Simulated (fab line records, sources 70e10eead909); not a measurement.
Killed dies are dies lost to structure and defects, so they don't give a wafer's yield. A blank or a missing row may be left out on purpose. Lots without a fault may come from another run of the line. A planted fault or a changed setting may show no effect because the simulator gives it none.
fab line records | flow nand_harc
record lots=6 wafers=18 last_day=32
route steps=1302 shown A_BLC@1133 A_M0@1137 END@1302
lots that met no fault: from a run of the same line without faults
start_h: hours from the record's first day to the start of the lot's first wafer shown | wait_h: hours since the lot's step before | " the same as in the row above | L1.1+2: a row that stands for several wafers | - no value, or no start given | * or withheld: withheld | < > ~ a bound
route shown NAME@n: a module of which the file shows steps, and the number in the route of the first | usual: mean/standard deviation of fault-free wafers | same: alike in all rows | chamber/n: place in a boat | sites: the reading at each site | _std_site: their standard deviation | _edge_site: outer sites' mean less inner sites' | radius_mm: how far each site lies from the wafer's centre | mask NAME#n: copy n | behind: the tool/chamber that last shaped the wafer | hold: why the lot was held/for how many hours/how that ended | device: the transistor (n, p or np) that didn't switch | end of line: the same wafers' tests at the end of the route | a step without rows: its recipe alone | killed: dies lost to structure and defects at the first sort, not the wafer's yield | map: a wafer's dies, x killed, . not, _ none there
set.NAME: the setting as run; set.NAME@STEP: as run at that earlier step | model.NAME: the simulator's own value behind a step, which no gauge read
lots at some steps of the route; a table a step, a row a wafer
services: from which hour (start_h, from the record's first day; less than 0 if before it) a tool's chamber was out of use, for how many hours, and why
## steps
# step NHARC_A_BLC_CMP_25
# recipe t_overpolish_s=30 target_thk_nm=150
# usual edge_zone_pressure_frac=1.000/0.0043 motor_current_A=12.1/1.7 overpolish_run_s=29.999/0.0092 time_to_endpoint_s=29.3/2.9
# columns lot.wafer tool chamber start_h wait_h edge_zone_pressure_frac motor_current_A overpolish_run_s time_to_endpoint_s
L429.4 cmp-01 2 662.43 0.3 1.005 10.4 30.021 32.4
L429.1 " 3 " " 1.003 11.1 30.000 31.7
L429.6 " 1 " " 1.002 12.6 29.987 28.8
L432.1 cmp-01 0 666.19 0.5 1.002 10.3 29.994 29.4
L432.2 " 1 " " 1.004 13.6 30.011 29.3
L432.3 " 2 " " 0.993 10.6 30.002 33.2
L430.1 cmp-04 2 666.73 0.4 1.006 11.9 29.997 33.0
L430.2 " 1 " " 1.000 12.9 30.016 23.7
L430.6 " 3 " " 0.995 11.3 30.019 27.5
L434.3 cmp-01 2 704.12 0.3 0.999 10.1 29.996 29.6
L434.2 " 3 " " 1.003 11.6 29.986 28.2
L434.6 " 1 " " 1.003 12.7 30.004 24.0
L438.1 cmp-03 2 719.07 0.4 0.996 11.3 29.986 30.4
L438.5 " 1 " " 0.989 15.8 29.992 33.3
L438.6 " 2 " " 0.999 12.3 29.994 29.4
L437.3 cmp-01 1 724.04 0.4 1.003 13.5 29.997 25.1
L437.2 " 2 " " 0.997 10.6 30.012 26.1
L437.1 " 3 " " 0.998 10.7 30.000 27.5
# step NHARC_A_BLC_SRD_27
# step NHARC_A_BLC_INSPECT_28
# usual raw_defect_count=548/140
# columns lot.wafer tool chamber start_h wait_h raw_defect_count
L429.1 defect_inspect-02 - 662.81 0.1 670
L429.4 " - " " 555
L429.6 " - " " 549
L432.1 defect_inspect-02 - 666.60 0.1 409
L432.2 " - " " 684
L432.3 " - " " 480
L430.1 defect_inspect-02 - 667.13 0.1 399
L430.2 " - " " 372
L430.6 " - " " 436
L434.2 defect_inspect-01 - 704.48 0.1 610
L434.3 " - " " 554
L434.6 " - " " 572
L438.1 defect_inspect-02 - 719.45 0.1 486
L438.5 " - " " 296
L438.6 " - " " 354
L437.1 defect_inspect-02 - 724.42 0.1 398
L437.2 " - " " 481
L437.3 " - " " 428
# step NHARC_A_M0_DEP_00
# recipe target_thk_a=1500 target_thk_nm=150 temp_c=withheld pressure_torr=5 flow_sccm=200 rf_w=600 material=SiOC
# step NHARC_A_M0_DEHYDRATE_01
# recipe temp_c=150 time_s=120
# step NHARC_A_M0_HMDS_02
# recipe time_s=30
# step NHARC_A_M0_COAT_33
# recipe temp_c=200 time_s=65
# step NHARC_A_M0_COAT_03
# recipe spin_rpm=1500 resist_thk_nm=90
# step NHARC_A_M0_SOFTBAKE_04
# recipe temp_c=105 time_s=55
# step NHARC_A_M0_EBR_05
# step NHARC_A_M0_EXPOSE_06
# recipe na=1.35 target_cd_nm=80 dose_mj=83.25 mask_id=A_M0
# step NHARC_A_M0_PEB_07
# recipe peb_temp_c=100 peb_time_s=65
# columns lot.wafer tool chamber start_h wait_h
L429.1+4+6 litho_track-06 0 663.64 0.1
L432.1+2+3 litho_track-01 0 667.43 0.1
L430.1+2+6 litho_track-06 0 667.82 0.1
L434.2+3+6 litho_track-04 0 705.30 0.1
L438.1+5+6 litho_track-06 0 720.16 0.1
L437.1+2+3 litho_track-01 0 725.38 0.1
# step NHARC_A_M0_DEVELOP_08
# recipe develop_time_s=35 dev_temp_c=23
# step NHARC_A_M0_CD_MEAS_09
# recipe target_cd_nm=80 landing_energy_ev=500
# usual cd_nm=79.9/0.84
# columns lot.wafer tool chamber start_h wait_h cd_nm
L429.1 cd_sem-02 0 663.71 - 88.1
L429.4 " 0 " " 79.1
L429.6 " 0 " " 88.8
L432.1 cd_sem-02 0 667.51 - 80.0
L432.2 " 0 " " 80.0
L432.3 " 0 " " 80.3
L430.1 cd_sem-02 0 667.90 - 86.7
L430.2 " 0 " " 79.7
L430.6 " 0 " " 87.7
L434.2 cd_sem-03 0 705.38 - 81.5
L434.3 " 0 " " 80.9
L434.6 " 0 " " 81.3
L438.1 cd_sem-02 0 720.24 - 79.4
L438.5 " 0 " " 79.0
L438.6 " 0 " " 77.7
L437.1 cd_sem-02 0 725.46 - 80.2
L437.2 " 0 " " 79.9
L437.3 " 0 " " 79.9
# step NHARC_A_M0_OVL_MEAS_10
# recipe pitch_nm=160
# usual overlay_x_nm=0.2/0.78 overlay_y_nm=0.2/0.79
# columns lot.wafer tool chamber start_h wait_h overlay_x_nm overlay_y_nm
L429.1 overlay-02 - 663.80 - -0.5 0.5
L429.4 " - " " -0.5 0.4
L429.6 " - " " -0.9 0.0
L432.1 overlay-02 - 667.60 - 0.3 0.0
L432.2 " - " " 0.6 -0.2
L432.3 " - " " 0.5 0.2
L430.1 overlay-02 - 667.99 - 0.2 1.4
L430.2 " - " " 0.2 0.9
L430.6 " - " " 0.4 0.2
L434.2 overlay-02 - 705.46 - -0.1 -0.8
L434.3 " - " " 0.1 -0.1
L434.6 " - " " -0.2 -0.6
L438.1 overlay-01 - 720.32 - 1.4 0.8
L438.5 " - " " 0.5 0.5
L438.6 " - " " 1.2 1.3
L437.1 overlay-01 - 725.55 - 0.7 0.0
L437.2 " - " " 0.5 -0.2
L437.3 " - " " 0.5 -0.4
# step NHARC_A_M0_INSPECT_11
# usual raw_defect_count=88/39
# columns lot.wafer tool chamber start_h wait_h raw_defect_count
L429.1 defect_inspect-02 - 663.84 0.0 118
L429.4 " - " " 123
L429.6 " - " " 108
L432.1 defect_inspect-02 - 667.63 0.0 32
L432.2 " - " " 29
L432.3 " - " " 40
L430.1 defect_inspect-01 - 668.02 0.0 61
L430.2 " - " " 44
L430.6 " - " " 71
L434.2 defect_inspect-01 - 705.51 0.0 73
L434.3 " - " " 73
L434.6 " - " " 84
L438.1 defect_inspect-01 - 720.36 0.0 41
L438.5 " - " " 29
L438.6 " - " " 29
L437.1 defect_inspect-02 - 725.59 0.0 117
L437.2 " - " " 114
L437.3 " - " " 141
# step NHARC_A_M0_DESCUM_14
# recipe time_s=3 o2_flow_sccm=200 ar_flow_sccm=0 bias_power_w=0 chemistry=O2
# usual drypump_motor_current_A=5.7/0.42 oes_product_au=0.998/0.012 rf_vpp_V=57.8/0.85 showerhead_plenum_p_Torr=1.92/0.082 throttle_valve_pct=11.311/0.0094
# columns lot.wafer tool chamber start_h wait_h drypump_motor_current_A oes_product_au rf_hours_counter_h rf_vpp_V showerhead_plenum_p_Torr throttle_valve_pct model.A_M0.cd_nm
L429.1 rie_diel-05 0 663.90 0.1 5.3 0.991 7 56.3 1.79 11.310 88.39
L429.4 " 3 " " 6.2 1.004 6 56.0 1.87 11.303 79.82
L429.6 " 1 " " 6.3 0.992 - 59.1 1.92 11.299 88.94
L432.2 rie_diel-10 0 667.69 0.1 5.5 0.994 3 57.5 2.05 11.292 79.32
L432.3 " 1 " " 6.6 0.983 2 58.8 2.00 11.315 80.56
L432.1 " 2 " " 5.6 1.007 3 56.6 2.03 11.321 79.91
L430.1 rie_diel-10 0 668.09 0.1 5.6 0.990 3 58.0 2.05 11.305 85.31
L430.2 " 3 " " 5.6 1.010 1 57.8 1.94 11.324 77.38
L430.6 " 0 " " 5.6 1.001 - 58.5 2.05 11.298 86.99
L434.3 rie_diel-05 0 705.57 0.1 5.3 0.982 11 56.4 1.79 11.311 81
L434.2 " 2 " " 5.8 1.010 11 58.5 1.97 11.320 80.48
L434.6 " 0 " " 5.3 0.980 - 58.5 1.79 11.317 81.62
L438.1 rie_diel-03 3 720.42 0.1 5.3 1.014 4 57.0 1.85 11.310 80.2
L438.6 " 3 " " 5.4 1.003 - 56.6 1.85 11.312 78.37
L438.5 " 0 " " 5.4 1.017 - 58.7 2.04 11.323 78.92
L437.1 rie_diel-05 1 725.65 0.1 6.3 0.985 11 56.8 1.92 11.319 80.17
L437.2 " 2 " " 5.7 0.986 11 57.5 1.97 11.317 79.54
L437.3 " 0 " " 5.3 0.984 11 56.5 1.79 11.309 80.39
# step NHARC_A_M0_ETCH_34
# recipe target_depth_a=400 overetch_a=120 time_s=43.94 ion_energy_ev=200 n2_flow_sccm=150 h2_flow_sccm=150 ar_flow_sccm=0 rf_w=400 bias_w=150 chemistry=N2/H2
# usual drypump_motor_current_A=5.8/0.41 oes_product_au=0.999/0.011 rf_vpp_V=431.0/2.5 showerhead_plenum_p_Torr=2.05/0.087 throttle_valve_pct=14.172/0.0086
# columns lot.wafer tool chamber start_h wait_h drypump_motor_current_A oes_product_au rf_hours_counter_h rf_vpp_V showerhead_plenum_p_Torr throttle_valve_pct
L429.1 rie_diel-05 2 663.99 0.1 5.7 1.005 6 433.1 2.10 14.172
L429.4 " 3 " " 6.3 0.999 6 430.0 2.00 14.164
L429.6 " 1 " " 6.3 1.005 - 432.0 2.05 14.170
L432.1 rie_diel-10 0 667.78 0.1 5.5 0.990 3 434.7 2.19 14.183
L432.3 " 1 " " 6.6 0.989 2 433.9 2.14 14.162
L432.2 " 3 " " 5.6 1.008 1 430.2 2.06 14.162
L430.1 rie_diel-10 3 668.17 0.1 5.6 1.009 1 431.8 2.06 14.159
L430.2 " 0 " " 5.6 1.001 3 435.1 2.19 14.163
L430.6 " 3 " " 5.6 1.007 - 430.6 2.06 14.182
L434.2 rie_diel-05 2 705.66 0.1 5.7 1.012 11 432.0 2.10 14.155
L434.3 " 3 " " 6.2 1.005 9 428.8 1.99 14.175
L434.6 " 2 " " 5.7 0.996 - 432.6 2.10 14.169
L438.1 rie_diel-03 3 720.51 0.1 5.4 1.012 4 427.6 1.97 14.174
L438.5 " 3 " " 5.4 0.998 - 427.7 1.97 14.156
L438.6 " 0 " " 5.4 1.001 - 433.4 2.18 14.172
L437.1 rie_diel-05 3 725.73 0.1 6.3 1.011 10 428.7 1.99 14.181
L437.2 " 0 " " 5.2 0.986 11 427.5 1.91 14.170
L437.3 " 2 " " 5.7 1.006 11 431.1 2.10 14.187
# step NHARC_A_M0_ETCH_15
# recipe target_depth_a=1500 overetch_a=150 time_s=82.5 c4f8_flow_sccm=withheld ar_flow_sccm=400 rf_w=600 bias_w=300 chemistry=C4F8/Ar
# usual oes_product_au=0.946/0.024 rf_vpp_V=441.2/2.7
# columns lot.wafer tool chamber start_h wait_h oes_product_au rf_hours_counter_h rf_vpp_V model.A_M0.cd_nm
L429.1 rie_diel-05 1 - - 0.917 7 440.7 87.77
L429.4 " 0 " " 0.915 7 435.5 79.94
L429.6 " 1 " " 0.922 - 441.4 88.69
L432.2 rie_diel-10 0 - - 0.961 3 445.8 79.48
L432.1 " 1 " " 0.950 2 444.2 79.1
L432.3 " 2 " " 0.978 3 444.4 79.9
L430.2 rie_diel-10 1 - - 0.944 2 442.2 76.82
L430.1 " 3 " " 0.988 1 440.9 85.73
L430.6 " 1 " " 0.960 - 442.2 87.43
L434.2 rie_diel-05 0 - - 0.911 11 437.6 79.77
L434.3 " 1 " " 0.910 11 441.4 81.32
L434.6 " 0 " " 0.919 - 436.5 80.68
L438.1 rie_diel-03 3 - - 0.921 4 438.4 80.9
L438.6 " 3 " " 0.933 - 439.0 78.14
L438.5 " 0 " " 0.930 - 445.7 79.73
L437.2 rie_diel-05 1 - - 0.908 11 441.0 79.22
L437.1 " 3 " " 0.923 10 440.5 80.68
L437.3 " 0 " " 0.906 11 436.2 79.53
# step NHARC_A_M0_CD_MEAS_16
# usual cd_nm=79.6/1.1
# columns lot.wafer tool chamber start_h wait_h cd_nm
L429.1 cd_sem-02 - 664.21 - 87.4
L429.4 " - " " 79.9
L429.6 " - " " 88.7
L432.1 cd_sem-03 - 667.99 - 79.4
L432.2 " - " " 79.5
L432.3 " - " " 79.7
L430.1 cd_sem-02 - 668.39 - 85.4
L430.2 " - " " 76.8
L430.6 " - " " 87.2
L434.2 cd_sem-02 - 705.87 - 79.4
L434.3 " - " " 81.5
L434.6 " - " " 80.4
L438.1 cd_sem-02 - 720.72 - 80.8
L438.5 " - " " 79.3
L438.6 " - " " 78.1
L437.1 cd_sem-03 - 725.95 - 80.6
L437.2 " - " " 79.2
L437.3 " - " " 79.5
# step NHARC_A_M0_STRIP_18
# recipe power_w=1000 n2_flow_sccm=150 h2_flow_sccm=150 ar_flow_sccm=0 bias_w=0 chemistry=N2/H2
# usual drypump_motor_current_A=5.8/0.44 oes_product_au=0.998/0.011 rf_vpp_V=90.8/1 showerhead_plenum_p_Torr=2.07/0.088 throttle_valve_pct=14.171/0.0088
# columns lot.wafer tool chamber start_h wait_h drypump_motor_current_A oes_product_au rf_hours_counter_h rf_vpp_V showerhead_plenum_p_Torr throttle_valve_pct
L429.4 rie_diel-10 1 664.28 0.1 6.6 0.996 2 92.3 2.14 14.166
L429.1 " 3 " " 5.6 1.015 0 91.9 2.06 14.169
L429.6 " 2 " " 5.6 1.010 - 91.9 2.17 14.165
L432.2 rie_diel-03 3 668.07 0.1 5.4 1.000 1 88.7 1.97 14.176
L432.3 " 0 " " 5.3 1.012 2 92.3 2.18 14.194
L432.1 " 2 " " 5.7 0.982 2 91.8 1.97 14.171
L430.2 rie_diel-10 3 668.51 0.1 5.6 1.008 1 92.1 2.06 14.156
L430.1 " 0 " " 5.6 0.999 3 90.4 2.19 14.174
L430.6 " 1 " " 6.7 0.989 - 90.8 2.14 14.163
L434.2 rie_diel-03 0 705.94 0.1 5.4 1.006 4 90.2 2.18 14.168
L434.3 " 3 " " 5.4 1.010 3 90.3 1.97 14.173
L434.6 " 1 " " 5.7 0.994 - 88.9 2.02 14.168
L438.1 rie_diel-05 3 720.86 0.1 6.3 1.015 10 89.8 1.99 14.186
L438.5 " 1 " " 6.3 0.982 - 91.6 2.05 14.174
L438.6 " 2 " " 5.7 0.999 - 91.6 2.10 14.162
L437.3 rie_diel-03 1 726.02 0.1 5.7 1.000 4 91.7 2.02 14.182
L437.2 " 2 " " 5.7 0.989 4 88.7 1.97 14.173
L437.1 " 3 " " 5.3 1.013 4 89.4 1.97 14.172
# step NHARC_END_SORT_01
# recipe temp_c=25
# usual defect_limited_yield=91/3 killed_at_array=59/21 killed_at_other=0.8/1.1 killed_at_periphery=4.1/2.8 killed_dies=64/20 killed_open=3.1/1.7 killed_short=2.4/1.6
# same gross_dies=677
# columns lot.wafer tool chamber start_h wait_h defect_limited_yield[%] killed_at_array killed_at_other killed_at_periphery killed_dies killed_open killed_short
L429.1 prober-02 0 704.00 2.5 88 72 0 7 79 6 4
L429.4 prober-02 0 706.38 3.4 90 64 0 3 67 2 1
L429.6 prober-02 0 707.96 4.0 90 61 0 4 65 2 0
L432.1 prober-01 0 704.05 2.5 94 30 1 8 39 5 2
L432.2 prober-01 0 704.84 2.8 94 34 2 5 41 5 1
L432.3 prober-01 0 705.63 3.1 92 45 2 7 54 8 4
L430.1 prober-02 0 711.75 2.5 90 59 0 6 65 7 4
L430.2 prober-02 0 712.55 2.8 93 39 0 7 46 1 4
L430.6 prober-02 0 715.75 4.0 91 53 0 5 58 2 1
L434.2 prober-02 0 744.26 2.8 91 56 0 3 59 4 2
L434.3 prober-02 0 745.05 3.1 91 59 0 2 61 1 7
L434.6 prober-02 0 747.44 4.0 93 44 0 3 47 4 2
L438.1 prober-02 0 765.21 2.5 95 33 0 4 37 1 3
L438.5 prober-02 0 768.44 3.7 96 24 0 5 29 0 1
L438.6 prober-02 0 769.25 4.0 96 25 1 4 30 5 2
L437.1 prober-01 0 771.16 2.5 89 68 3 2 73 3 2
L437.2 prober-01 0 771.99 2.8 87 79 4 3 86 4 4
L437.3 prober-01 0 772.81 3.1 88 78 1 2 81 3 3
# killed by level:class
L429.1 A_CHANNEL_HOLE_D1:chamber_film_flake=32 A_SLIT:chamber_film_flake=24 P_M2:chamber_film_flake=3 A_M0:area_peb=3 A_DECK1_JOINT:chamber_film_flake=2 A_STAIRCASE:chamber_film_flake=2 A_SGD_CUT:chamber_film_flake=2 P_GATE:geometric_particle:short=1
L432.1 A_CHANNEL_HOLE_D1:chamber_film_flake=12 A_CONTACT:chamber_film_flake=5 P_M1:chamber_film_flake=4 A_SLIT:chamber_film_flake=4 A_DECK1_JOINT:geometric_particle:open=2 P_GATE:chamber_film_flake=2 P_GATE:geometric_particle:open=1 A_ONON_D1:geometric_particle:short=1
L432.2 A_CONTACT:chamber_film_flake=11 A_CHANNEL_HOLE_D1:chamber_film_flake=10 A_M1:chamber_film_flake=6 A_SLIT:chamber_film_flake=3 P_GATE:chamber_film_flake=2 P_STI:geometric_particle:open=1 P_M0:geometric_particle:open=1 A_ONON_D2:geometric_particle:open=1
L432.3 A_CONTACT:chamber_film_flake=14 A_CHANNEL_HOLE_D1:chamber_film_flake=12 A_SLIT:chamber_film_flake=5 P_M1:chamber_film_flake=3 A_CHANNEL_FILL_D2:geometric_particle:open=2 A_M0:geometric_particle:open=2 P_GATE:chamber_film_flake=2 A_DECK1_JOINT:chamber_film_flake=2
L429.4 A_SLIT:chamber_film_flake=33 A_CHANNEL_HOLE_D1:chamber_film_flake=25 A_SGD_CUT:chamber_film_flake=2 A_CONTACT:chamber_film_flake=2 P_CONTACT:geometric_particle:short=1 P_CONTACT:geometric_particle:open=1 A_CONTACT:geometric_particle:open=1 P_M2:chamber_film_flake=1
L429.6 A_SLIT:chamber_film_flake=30 A_CHANNEL_HOLE_D1:chamber_film_flake=21 P_M2:chamber_film_flake=4 A_M0:area_peb=4 A_CONTACT:chamber_film_flake=2 A_CHANNEL_FILL_D1:geometric_particle:open=1 A_DECK1_JOINT:geometric_particle:open=1 A_ZERO_WELL:chamber_film_flake=1
L430.1 A_CHANNEL_HOLE_D2:chamber_film_flake=30 A_CHANNEL_HOLE_D1:chamber_film_flake=8 A_SLIT:chamber_film_flake=4 A_STAIRCASE:chamber_film_flake=3 A_CONTACT:chamber_film_flake=3 P_CONTACT:geometric_particle:open=2 P_CONTACT:chamber_film_flake=2 A_M1:chamber_film_flake=2
L430.2 A_CHANNEL_HOLE_D2:chamber_film_flake=14 A_CHANNEL_HOLE_D1:chamber_film_flake=8 A_SLIT:chamber_film_flake=6 P_GATE:chamber_film_flake=3 A_CONTACT:chamber_film_flake=3 A_CHANNEL_FILL_D1:geometric_particle:short=2 P_CONTACT:chamber_film_flake=2 P_M0:geometric_particle:short=1
L430.6 A_CHANNEL_HOLE_D2:chamber_film_flake=23 A_CHANNEL_HOLE_D1:chamber_film_flake=11 A_CONTACT:chamber_film_flake=6 A_CHANNEL_FILL_D1:chamber_film_flake=5 P_GATE:chamber_film_flake=3 A_SLIT:chamber_film_flake=3 P_M0:geometric_particle:open=1 A_ONON_D1:geometric_particle:open=1
L434.2 A_SLIT:chamber_film_flake=35 A_CHANNEL_HOLE_D1:chamber_film_flake=11 A_STAIRCASE:chamber_film_flake=6 P_CONTACT:geometric_particle:open=1 P_M0:geometric_particle:open=1 P_M2:geometric_particle:open=1 A_SOURCE_PLATE:geometric_particle:short=1 A_DECK1_JOINT:geometric_particle:short=1
L434.3 A_SLIT:chamber_film_flake=28 A_CHANNEL_HOLE_D1:chamber_film_flake=11 A_CONTACT:chamber_film_flake=5 A_STAIRCASE:chamber_film_flake=3 A_WL_FILL:chamber_film_flake=3 A_CHANNEL_FILL_D1:geometric_particle:short=2 A_BLC:geometric_particle:short=2 A_DECK1_JOINT:chamber_film_flake=2
L434.6 A_SLIT:chamber_film_flake=26 A_CHANNEL_HOLE_D1:chamber_film_flake=8 A_STAIRCASE:chamber_film_flake=3 P_GATE:chamber_film_flake=2 P_GATE:geometric_particle:open=1 A_CHANNEL_FILL_D1:geometric_particle:short=1 A_CHANNEL_HOLE_D2:geometric_particle:open=1 A_WL_FILL:geometric_particle:short=1
L438.1 A_CHANNEL_HOLE_D1:chamber_film_flake=14 A_SLIT:chamber_film_flake=6 A_STAIRCASE:chamber_film_flake=4 A_M0:geometric_particle:short=2 P_ZERO_WELL:chamber_film_flake=2 A_CONTACT:chamber_film_flake=2 A_CHANNEL_FILL_D1:geometric_particle:short=1 A_CONTACT:geometric_particle:open=1
L438.5 A_CHANNEL_HOLE_D1:chamber_film_flake=10 A_SLIT:chamber_film_flake=7 P_ZERO_WELL:chamber_film_flake=4 A_WL_FILL:chamber_film_flake=3 A_CHANNEL_HOLE_D2:geometric_particle:short=1 P_GATE:chamber_film_flake=1 A_CHANNEL_FILL_D1:chamber_film_flake=1 A_CONTACT:chamber_film_flake=1
L438.6 A_CHANNEL_HOLE_D1:chamber_film_flake=10 A_SLIT:chamber_film_flake=4 P_ZERO_WELL:chamber_film_flake=2 A_CHANNEL_HOLE_D2:chamber_film_flake=2 A_SOURCE_PLATE:geometric_particle:open=1 A_ONON_D1:geometric_particle:open=1 A_CHANNEL_HOLE_D1:geometric_particle:open=1 A_WL_FILL:geometric_particle:short=1
L437.1 A_SLIT:chamber_film_flake=35 A_CHANNEL_HOLE_D2:chamber_film_flake=20 A_CHANNEL_HOLE_D1:chamber_film_flake=6 THIN_TSV:chamber_film_flake=3 P_CONTACT:geometric_particle:open=1 A_ONON_D1:geometric_particle:open=1 A_DECK1_JOINT:geometric_particle:open=1 A_ONON_D2:geometric_particle:short=1
L437.2 A_CHANNEL_HOLE_D2:chamber_film_flake=38 A_SLIT:chamber_film_flake=23 A_CHANNEL_HOLE_D1:chamber_film_flake=7 A_STAIRCASE:chamber_film_flake=3 THIN_TSV:chamber_film_flake=3 A_CHANNEL_FILL_D2:geometric_particle:short=2 A_ONON_D1:geometric_particle:open=1 A_CHANNEL_FILL_D1:geometric_particle:open=1
L437.3 A_SLIT:chamber_film_flake=39 A_CHANNEL_HOLE_D2:chamber_film_flake=24 A_CHANNEL_HOLE_D1:chamber_film_flake=6 A_WL_FILL:chamber_film_flake=2 P_CONTACT:geometric_particle:short=1 P_M0:geometric_particle:open=1 A_ONON_D1:geometric_particle:open=1 A_CHANNEL_HOLE_D1:geometric_particle:short=1
## services
# columns tool chamber start_h hours kind
rie_diel-10 1 640.74 10.6 repair
rie_diel-05 0 641.62 - clean
rie_diel-05 1 641.62 - clean
rie_diel-05 2 641.62 - clean
rie_diel-05 3 641.62 - clean
cmp-03 - 644.53 14.7 repair
cmp-03 - 659.26 4.0 pm
rie_diel-03 1 661.66 5.8 repair
rie_diel-05 0 666.12 - clean
rie_diel-05 1 666.12 - clean
cmp-04 - 671.80 0.4 repair
cmp-04 - 672.61 0.5 repair
cmp-01 - 675.90 4.0 pm
rie_diel-05 1 677.97 9.3 repair
cmp-03 - 679.47 2.3 repair
litho_track-01 - 680.00 7.0 pm
rie_diel-03 2 680.96 5.1 repair
cmp-01 - 684.45 6.6 repair
cmp-04 - 690.35 1.6 repair
litho_track-06 - 704.00 7.0 pm
cmp-04 - 705.27 4.0 pm
rie_diel-10 3 708.98 2.2 repair
rie_diel-05 0 719.85 2.8 repair
rie_diel-03 0 725.16 5.8 repair
## key
first_sign step=NHARC_A_M0_CD_MEAS_09 reading=cd_nm direction=up sigmas=9.5 usual=79.9 struck=87.8
effect step=NHARC_A_M0_CD_MEAS_16 reading=cd_nm direction=up sigmas=6.6 usual=79.6 struck=87.2
model_effect step=NHARC_A_M0_DESCUM_14 value=A_M0.cd_nm without=78.55 struck=87.41
model_effect step=NHARC_A_M0_ETCH_15 value=A_M0.cd_nm without=78.55 struck=87.4
met_at NHARC_A_M0_PEB_07
struck_wafers L429.1,L429.6,L430.1,L430.6
fault kind=process_parameter_drift tool=litho_track-06 chamber=- onset_h=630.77 steps=NHARC_A_M0_PEB_07 channel=peb_time_s offset=* shape=step end_h=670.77 scope=struck_wafers_only acts_in=* stated=*
